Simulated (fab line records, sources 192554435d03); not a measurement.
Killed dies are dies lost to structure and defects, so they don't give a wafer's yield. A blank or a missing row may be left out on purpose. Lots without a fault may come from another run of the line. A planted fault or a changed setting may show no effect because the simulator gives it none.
Split-lot experiment | flow n5_finfet | 7 lots, 39 wafers read, on a route of 1938 steps

THE SPLIT
At N5_BEOL_M8_DESCUM_16 (chemistry O2, time 7.9 s), the setting time_s was moved away from the recipe's 7.9 s on 15 of the 39 wafers read, by -38.9% to +41.0%. The other wafers ran this setting at the recipe's value.

The file shows no step between the split and the reading.

THE READING
CAR-ArF_of_BEOL_M8_COAT_05.thk_nm (the simulator's own value, which no gauge read), in nm, at N5_BEOL_M8_ETCH_61 (etches SiARC in CF4, target depth 45.5 nm, time 75.8 s). The file gives no usual value for it. The 24 wafers here that ran the recipe average 50.8 nm, standard deviation 0.29 nm.

wafer  | tool, chamber at the split | time_s as run, s | against the recipe | CAR-ArF_of_BEOL_M8_COAT_05.thk_nm, nm | against lot-mates on the recipe
L075.1 | rie_diel-05, 2,0,3,0       | 7.9              | recipe             | 50.6                                  | -
L075.2 | rie_diel-05, 2,0,3,0       | 7.9              | recipe             | 50.6                                  | -
L075.5 | rie_diel-05, 2,0,3,0       | 7.9              | recipe             | 50.6                                  | -
L075.6 | rie_diel-05, 2,0,3,0       | 7.9              | recipe             | 50.6                                  | -
L075.3 | rie_diel-05, 3,2           | 7.9              | recipe             | 50.4                                  | -
L075.4 | rie_diel-05, 3,2           | 7.9              | recipe             | 50.2                                  | -
L080.1 | rie_diel-01, 1             | 7.9              | recipe             | 50.4                                  | -
L080.6 | rie_diel-01, 2,0           | 7.9              | recipe             | 50.4                                  | -
L080.2 | rie_diel-01, 3,0           | 4.83             | -38.9%             | 52.6                                  | +2.1
L080.3 | rie_diel-01, 3,0           | 4.83             | -38.9%             | 52.8                                  | +2.3
L080.5 | rie_diel-01, 3             | 4.83             | -38.9%             | 52.8                                  | +2.3
L080.4 | rie_diel-01, 2,0           | 7.9              | recipe             | 50.8                                  | -
L082.1 | rie_diel-06, 1             | 7.9              | recipe             | 51                                    | -
L082.2 | rie_diel-06, 0             | 7.9              | recipe             | 50.8                                  | -
L082.6 | rie_diel-06, 0             | 7.9              | recipe             | 50.8                                  | -
L082.3 | rie_diel-06, 0,1           | 5.159            | -34.7%             | 52.6                                  | +1.7
L082.4 | rie_diel-06, 1             | 5.159            | -34.7%             | 52.6                                  | +1.7
L082.5 | rie_diel-06, 0,1           | 5.159            | -34.7%             | 52.6                                  | +1.7
L081.1 | rie_diel-01, 0,2           | 5.205            | -34.1%             | 52.8                                  | +1.8
L081.3 | rie_diel-01, 2             | 5.205            | -34.1%             | 52.8                                  | +1.8
L081.6 | rie_diel-01, 0,2           | 5.205            | -34.1%             | 52.8                                  | +1.8
L081.2 | rie_diel-01, 1             | 7.9              | recipe             | 51                                    | -
L081.4 | rie_diel-01, 3,1           | 7.9              | recipe             | 51                                    | -
L081.5 | rie_diel-01, 3,1           | 7.9              | recipe             | 51                                    | -
L087.4 | rie_diel-05, 1,0           | 7.9              | recipe             | 50.6                                  | -
L087.5 | rie_diel-05, 1,0           | 7.9              | recipe             | 50.6                                  | -
L087.6 | rie_diel-05, 1             | 7.9              | recipe             | 51                                    | -
L091.1 | rie_diel-06, 3,0,0         | 6.056            | -23.3%             | 52                                    | +1.0
L091.4 | rie_diel-06, 3,0,0         | 6.056            | -23.3%             | 52                                    | +1.0
L091.5 | rie_diel-06, 3,0,0         | 6.056            | -23.3%             | 52                                    | +1.0
L091.2 | rie_diel-06, 2             | 7.9              | recipe             | 50.8                                  | -
L091.3 | rie_diel-06, 1             | 7.9              | recipe             | 51.2                                  | -
L091.6 | rie_diel-06, 3             | 7.9              | recipe             | 51                                    | -
L096.1 | rie_diel-01, 0             | 11.14            | +41.0%             | 49                                    | -2.1
L096.3 | rie_diel-01, 3             | 11.14            | +41.0%             | 49                                    | -2.1
L096.2 | rie_diel-01, 1             | 7.9              | recipe             | 51.2                                  | -
L096.4 | rie_diel-01, 2             | 7.9              | recipe             | 50.8                                  | -
L096.5 | rie_diel-01, 0             | 7.9              | recipe             | 51.4                                  | -
L096.6 | rie_diel-01, 3             | 11.14            | +41.0%             | 49.2                                  | -1.9
Where a row lists several chambers, the file gives one row for several wafers and doesn't say which wafer went through which chamber.

THE FIT
A straight line over all 39 wafers: CAR-ArF_of_BEOL_M8_COAT_05.thk_nm changes by -0.0492 nm for each +1% of time_s; r = -0.97; the points scatter about the line by 0.26 nm.
The same after taking each lot's own level away (the mean of its wafers on the recipe; 39 wafers): -0.0516 nm for each +1%; r = -0.99; scatter 0.16 nm.
On that fit, the largest move of time_s shifts the reading by 2.1 nm.
The lots' own levels span 50.50 to 51.13 nm, that is 2.2 times the standard deviation above.
So the lot-to-lot level changes the slope little: the two slopes agree.
Check: with one of the wafers moved furthest among these (+41.0%) left out of the fit, the line predicts -2.11 nm for it against its lot-mates. It came out at -2.13 nm against them.

OTHER SPLITS ON THESE WAFERS
These wafers also went through other splits before the reading. Each is held against what the fit with the lots' levels taken away leaves over:
other split on the same wafers           | wafers away from the commonest value | r with CAR-ArF_of_BEOL_M8_COAT_05.thk_nm (lot level and that fit taken away)
N5_BEOL_M4_TRENCH_ETCH_37 target_depth_a | 15                                   | +0.04
N5_BEOL_M6_ALD_77 ald_cycles             | 15                                   | -0.05

THE WHOLE CHAIN: every reading that the file lists as answering this split, in the file's order
step                 | what it does                                           | reading                                                                            | change (the file's fit)                | r (the file's)
N5_BEOL_M8_DESCUM_16 | chemistry O2, time 7.9 s                               | CAR-ArF_of_BEOL_M8_COAT_05.thk_nm (the simulator's own value, which no gauge read) | -0.0495 nm for each +1% of the setting | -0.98
N5_BEOL_M8_ETCH_61   | etches SiARC in CF4, target depth 45.5 nm, time 75.8 s | CAR-ArF_of_BEOL_M8_COAT_05.thk_nm (the simulator's own value, which no gauge read) | -0.0516 nm for each +1% of the setting | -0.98

THE FILE'S OWN FIT
CAR-ArF_of_BEOL_M8_COAT_05.thk_nm changes by -0.0516 nm for each +1% of time_s, r = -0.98.
